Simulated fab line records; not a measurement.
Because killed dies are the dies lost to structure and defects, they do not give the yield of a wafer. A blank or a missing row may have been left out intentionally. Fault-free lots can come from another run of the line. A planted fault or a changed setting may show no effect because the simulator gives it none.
A struck lot beside a sound one || flow nand harc || 22 steps out of a route of 1159
Sound: wafers L620.2, L620.5, L620.6. Struck: wafer L614.2. (L614.3 of the same lot was not struck and is left out.) The cause comes at the end.
For every step that has rows: the tool of each side, followed by ch and its chambers, followed by its first start. Under that, the readings that differ: sound wafers || struck wafers || difference of the means || sigmas: that difference in standard deviations of wafers without a fault.
alike: same words and numbers on both sides, and readings whose means sit less than 2 such deviations apart. not compared: any withheld reading, any reading some wafer has no value for, any bound like >300 that may hide the same value, and any number with overlapping values for which the record gives no deviation.
Wherever a step has rows on one side only, a row that says differs or no value, or a row with sigmas, the two part there. Non-overlapping numbers with no deviation appear without sigmas and do not part them. Lack of a reading on every wafer of one side parts them only where that side has two or more wafers.

NHARC_A_CONTACT_CMP_20: polishes, t overpolish 30 s, target thk 300 nm.
  sound on cmp-03 ch 2,3, day 22 02:52; struck on cmp-03 ch 0, day 20 02:48
  alike: motor current A, overpolish run s, time to endpoint s
after that, 1 step had no rows for these wafers: NHARC_A_CONTACT_SRD_22.
NHARC_A_CONTACT_INSPECT_23:
  struck on defect inspect-01, day 20 03:13; sound on defect inspect-02, day 22 03:14
  alike: raw defect count
then, 8 steps without rows for these wafers: NHARC_A_BLC_DEHYDRATE_00 (time 120 s); NHARC_A_BLC_HMDS_01 (time 30 s); NHARC_A_BLC_COAT_02 (time 75 s); NHARC_A_BLC_COAT_03 (time 65 s); NHARC_A_BLC_COAT_04 (resist thk 90 nm); NHARC_A_BLC_SOFTBAKE_05 (time 55 s); NHARC_A_BLC_EBR_06; NHARC_A_BLC_EXPOSE_07 (exposes mask A BLC, target cd 100 nm).
NHARC_A_BLC_PEB_08: peb time 65 s.
  sound on litho track-06 ch 0, day 22 03:40; struck on litho track-04 ch 0, day 20 03:31
then, 1 step without rows for these wafers: NHARC_A_BLC_DEVELOP_09 (develop time 35 s).
NHARC_A_BLC_CD_MEAS_10: the cd target is 100 nm.
  sound on cd sem-03 ch 0, day 22 03:45; struck on cd sem-03 ch 0, day 20 03:35
{"reading": "cd nm (nm)", "sound": "99.9 99.0 99.4", "struck": 110.9, "difference": "+11.5", "sigmas": "+19"}
NHARC_A_BLC_OVL_MEAS_11:
  struck on overlay-01, day 20 03:41; sound on overlay-02, day 22 03:50
  alike: overlay x nm, overlay y nm
NHARC_A_BLC_INSPECT_12:
  struck on defect inspect-02, day 20 03:43; sound on defect inspect-02, day 22 03:52
{"reading": "raw defect count", "sound": "15 17 23", "struck": 53, "difference": "+35", "sigmas": "+2"}
NHARC_A_BLC_DESCUM_15: chemistry O2, time 3 s.
  sound on rie diel-08 ch 0,3, day 22 03:58; struck on rie diel-02 ch 0, day 20 03:47
{"reading": "oes product au (a.u.)", "sound": "1.013 1.002 1.015", "struck": 0.989, "difference": -0.021, "sigmas": -2}
{"reading": "model.A_BLC.cd nm (nm)", "sound": "100.2 98.29 99.44", "struck": 110.7, "difference": "+11.4", "sigmas": ""}
  alike: drypump motor current A, rf vpp V, showerhead plenum p Torr, throttle valve pct
  not compared: rf hours counter h
NHARC_A_BLC_ETCH_16: etches the open film in CF4, target depth 39 nm, time 65 s.
  sound on rie diel-08 ch 0,3, day 22 04:04; struck on rie diel-02 ch 0, day 20 03:52
  alike: cf4 flow sccm, drypump motor current A, oes product au, rf fwd power W, rf vpp V, showerhead plenum p Torr, throttle valve pct
  not compared: rf hours counter h
NHARC_A_BLC_ETCH_17: etches the open film in N2/H2, target depth 390 nm, time 609.38 s.
  sound: rie diel-08 ch 2,3; struck: rie diel-02 ch 1
{"reading": "drypump motor current A (A)", "sound": "6.0 5.5 6.0", "struck": 4.9, "difference": -0.9, "sigmas": -2}
  alike: oes product au, rf fwd power W, rf vpp V, showerhead plenum p Torr, throttle valve pct
  not compared: rf hours counter h
NHARC_A_BLC_ETCH_18: etches the open film in C4F8/O2/Ar, target depth 910 nm.
  sound: rie diel-08 ch 2,3; struck: rie diel-02 ch 0
{"reading": "model.A_BLC.cd nm (nm)", "sound": "99.79 96.4 99.06", "struck": 112.1, "difference": "+13.7", "sigmas": ""}
  alike: oes product au, rf fwd power W, rf vpp V
  not compared: rf hours counter h
NHARC_A_BLC_CD_MEAS_19:
  struck on cd sem-03, day 20 04:47; sound on cd sem-01, day 22 04:59
{"reading": "cd nm (nm)", "sound": "100.0 96.3 99.1", "struck": 112.4, "difference": "+13.9", "sigmas": "+8"}
-- jump in the record: it breaks off in module A_BLC and resumes in module END (first step shown: number 1159 of the route), and 2 days separate the struck wafers' starts before and after --
NHARC_END_SORT_01:
  here the record holds rows for the struck wafers (prober-02 ch 0, day 22 10:44) but none for the sound ones

## WHERE THEY PART
First at NHARC_A_BLC_CD_MEAS_10; last, within this record, at NHARC_END_SORT_01.

WHY: whatever the simulator had introduced
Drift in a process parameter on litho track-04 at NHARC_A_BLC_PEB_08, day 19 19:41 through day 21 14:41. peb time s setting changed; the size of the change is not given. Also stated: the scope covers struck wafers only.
